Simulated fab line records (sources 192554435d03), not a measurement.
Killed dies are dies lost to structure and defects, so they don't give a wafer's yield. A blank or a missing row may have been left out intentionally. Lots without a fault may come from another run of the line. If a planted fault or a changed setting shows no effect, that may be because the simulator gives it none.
Split-lot trial || flow n5-finfet || route with 1938 steps; 7 lots, 21 wafers read

THE SPLIT ITSELF
At N5_BEOL_M13_ETCH_59 (etches BARC in N2/H2, target depth 89 nm, overetch 26.7 nm, time 67.9 s), the setting time-s was moved away from the recipe's 67.9 s on 6 of the 21 wafers read, by -20.8% to +20.9%. The other wafers ran this setting at the recipe's value.

The reading is taken at the split's own step.

THE READING
coat_of_BEOL_M13_COAT_04.thk-nm (the simulator's own value, which no gauge read), in nm, at N5_BEOL_M13_ETCH_59 (etches BARC in N2/H2, target depth 89 nm, overetch 26.7 nm, time 67.9 s). The file does not state a usual value for it. The 15 wafers here that ran the recipe average 317.0 nm, standard deviation 1 nm.

{"wafer": "L075.3", "tool, chamber at the split": "rie-diel-01, 3", "time-s as run, s": 67.9, "against the recipe": "recipe", "coat_of_BEOL_M13_COAT_04.thk-nm, nm": 317, "against lot-mates on the recipe": "-"}
{"wafer": "L075.4", "tool, chamber at the split": "rie-diel-01, 1", "time-s as run, s": 67.9, "against the recipe": "recipe", "coat_of_BEOL_M13_COAT_04.thk-nm, nm": 319, "against lot-mates on the recipe": "-"}
{"wafer": "L075.5", "tool, chamber at the split": "rie-diel-01, 2", "time-s as run, s": 67.9, "against the recipe": "recipe", "coat_of_BEOL_M13_COAT_04.thk-nm, nm": 315.8, "against lot-mates on the recipe": "-"}
{"wafer": "L076.1", "tool, chamber at the split": "rie-diel-01, 3", "time-s as run, s": 67.9, "against the recipe": "recipe", "coat_of_BEOL_M13_COAT_04.thk-nm, nm": 316.6, "against lot-mates on the recipe": "-"}
{"wafer": "L076.4", "tool, chamber at the split": "rie-diel-01, 2", "time-s as run, s": 67.9, "against the recipe": "recipe", "coat_of_BEOL_M13_COAT_04.thk-nm, nm": 316, "against lot-mates on the recipe": "-"}
{"wafer": "L076.6", "tool, chamber at the split": "rie-diel-01, 1", "time-s as run, s": 67.9, "against the recipe": "recipe", "coat_of_BEOL_M13_COAT_04.thk-nm, nm": 318.6, "against lot-mates on the recipe": "-"}
{"wafer": "L077.2", "tool, chamber at the split": "rie-diel-01, 2", "time-s as run, s": 67.9, "against the recipe": "recipe", "coat_of_BEOL_M13_COAT_04.thk-nm, nm": 316, "against lot-mates on the recipe": "-"}
{"wafer": "L077.3", "tool, chamber at the split": "rie-diel-01, 3", "time-s as run, s": 67.9, "against the recipe": "recipe", "coat_of_BEOL_M13_COAT_04.thk-nm, nm": 317, "against lot-mates on the recipe": "-"}
{"wafer": "L077.6", "tool, chamber at the split": "rie-diel-01, 2", "time-s as run, s": 67.9, "against the recipe": "recipe", "coat_of_BEOL_M13_COAT_04.thk-nm, nm": 316.4, "against lot-mates on the recipe": "-"}
{"wafer": "L078.1", "tool, chamber at the split": "rie-diel-06, 3", "time-s as run, s": 82.09, "against the recipe": "+20.9%", "coat_of_BEOL_M13_COAT_04.thk-nm, nm": 299, "against lot-mates on the recipe": -16.8}
{"wafer": "L078.3", "tool, chamber at the split": "rie-diel-06, 0", "time-s as run, s": 82.09, "against the recipe": "+20.9%", "coat_of_BEOL_M13_COAT_04.thk-nm, nm": 303, "against lot-mates on the recipe": -12.8}
{"wafer": "L078.5", "tool, chamber at the split": "rie-diel-06, 0", "time-s as run, s": 67.9, "against the recipe": "recipe", "coat_of_BEOL_M13_COAT_04.thk-nm, nm": 315.8, "against lot-mates on the recipe": "-"}
{"wafer": "L082.1", "tool, chamber at the split": "rie-diel-06, 3", "time-s as run, s": 53.75, "against the recipe": "-20.8%", "coat_of_BEOL_M13_COAT_04.thk-nm, nm": 329.8, "against lot-mates on the recipe": "+11.8"}
{"wafer": "L082.3", "tool, chamber at the split": "rie-diel-06, 0", "time-s as run, s": 67.9, "against the recipe": "recipe", "coat_of_BEOL_M13_COAT_04.thk-nm, nm": 318, "against lot-mates on the recipe": "-"}
{"wafer": "L082.5", "tool, chamber at the split": "rie-diel-06, 0", "time-s as run, s": 53.75, "against the recipe": "-20.8%", "coat_of_BEOL_M13_COAT_04.thk-nm, nm": 330.6, "against lot-mates on the recipe": "+12.6"}
{"wafer": "L089.2", "tool, chamber at the split": "rie-diel-06, 3", "time-s as run, s": 59.65, "against the recipe": "-12.2%", "coat_of_BEOL_M13_COAT_04.thk-nm, nm": 324.8, "against lot-mates on the recipe": "+8.2"}
{"wafer": "L089.4", "tool, chamber at the split": "rie-diel-06, 0", "time-s as run, s": 67.9, "against the recipe": "recipe", "coat_of_BEOL_M13_COAT_04.thk-nm, nm": 317.2, "against lot-mates on the recipe": "-"}
{"wafer": "L089.6", "tool, chamber at the split": "rie-diel-06, 1", "time-s as run, s": 67.9, "against the recipe": "recipe", "coat_of_BEOL_M13_COAT_04.thk-nm, nm": 316, "against lot-mates on the recipe": "-"}
{"wafer": "L090.2", "tool, chamber at the split": "rie-diel-02, 1", "time-s as run, s": 67.9, "against the recipe": "recipe", "coat_of_BEOL_M13_COAT_04.thk-nm, nm": 317.8, "against lot-mates on the recipe": "-"}
{"wafer": "L090.5", "tool, chamber at the split": "rie-diel-02, 0", "time-s as run, s": 71.76, "against the recipe": "+5.7%", "coat_of_BEOL_M13_COAT_04.thk-nm, nm": 310.6, "against lot-mates on the recipe": -7.1}
{"wafer": "L090.6", "tool, chamber at the split": "rie-diel-02, 1", "time-s as run, s": 67.9, "against the recipe": "recipe", "coat_of_BEOL_M13_COAT_04.thk-nm, nm": 317.6, "against lot-mates on the recipe": "-"}

THE FIT
A straight line over all 21 wafers: coat_of_BEOL_M13_COAT_04.thk-nm changes by -0.704 nm for each +1% of time-s; r = -0.98; the points scatter about the line by 1.3 nm.
The same after taking each lot's own level away (the mean of its wafers on the recipe; 21 wafers): -0.661 nm for each +1%; r = -0.98; scatter 1.3 nm.
The reading moves by 14 nm for the largest change in time-s, on that fit.
Across the lots, their own levels run from 315.80 to 318.00 nm, a range of 2.2 times the standard deviation given above.
The two slopes are in agreement: the lot-to-lot level therefore moves the slope only a little.
Check: for one of the wafers moved furthest among these (+20.9%), held out of the fit, the line's prediction against its lot-mates is -13.2 nm. It came out at -16.8 nm against them.

OTHER SPLITS APPLIED TO THESE WAFERS
Before the reading, these wafers also passed through other splits. Each is held against what the fit with the lots' levels taken away leaves over:
{"other split on the same wafers": "N5_BEOL_M7_COAT_05 spin-rpm", "wafers away from the commonest value": 7, "r with coat_of_BEOL_M13_COAT_04.thk-nm (lot level and that fit taken away)": -0.12}
{"other split on the same wafers": "N5_BEOL_M8_DESCUM_33 time-s", "wafers away from the commonest value": 7, "r with coat_of_BEOL_M13_COAT_04.thk-nm (lot level and that fit taken away)": "+0.11"}
{"other split on the same wafers": "N5_BEOL_M9_EXPOSE_25 dose-mj", "wafers away from the commonest value": 5, "r with coat_of_BEOL_M13_COAT_04.thk-nm (lot level and that fit taken away)": -0.14}
{"other split on the same wafers": "N5_BEOL_M9_ETCH_66 time-s", "wafers away from the commonest value": 7, "r with coat_of_BEOL_M13_COAT_04.thk-nm (lot level and that fit taken away)": "+0.16"}
{"other split on the same wafers": "N5_BEOL_M10_COAT_64 spin-rpm", "wafers away from the commonest value": 7, "r with coat_of_BEOL_M13_COAT_04.thk-nm (lot level and that fit taken away)": "+0.01"}
{"other split on the same wafers": "N5_BEOL_M10_EXPOSE_25 dose-mj", "wafers away from the commonest value": 4, "r with coat_of_BEOL_M13_COAT_04.thk-nm (lot level and that fit taken away)": -0.03}
{"other split on the same wafers": "N5_BEOL_M11_ILD_DEP_00 temp-c", "wafers away from the commonest value": 8, "r with coat_of_BEOL_M13_COAT_04.thk-nm (lot level and that fit taken away)": "+0.41"}

THE FILE'S OWN FIT
coat_of_BEOL_M13_COAT_04.thk-nm changes by -0.669 nm for each +1% of time-s, r = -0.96.
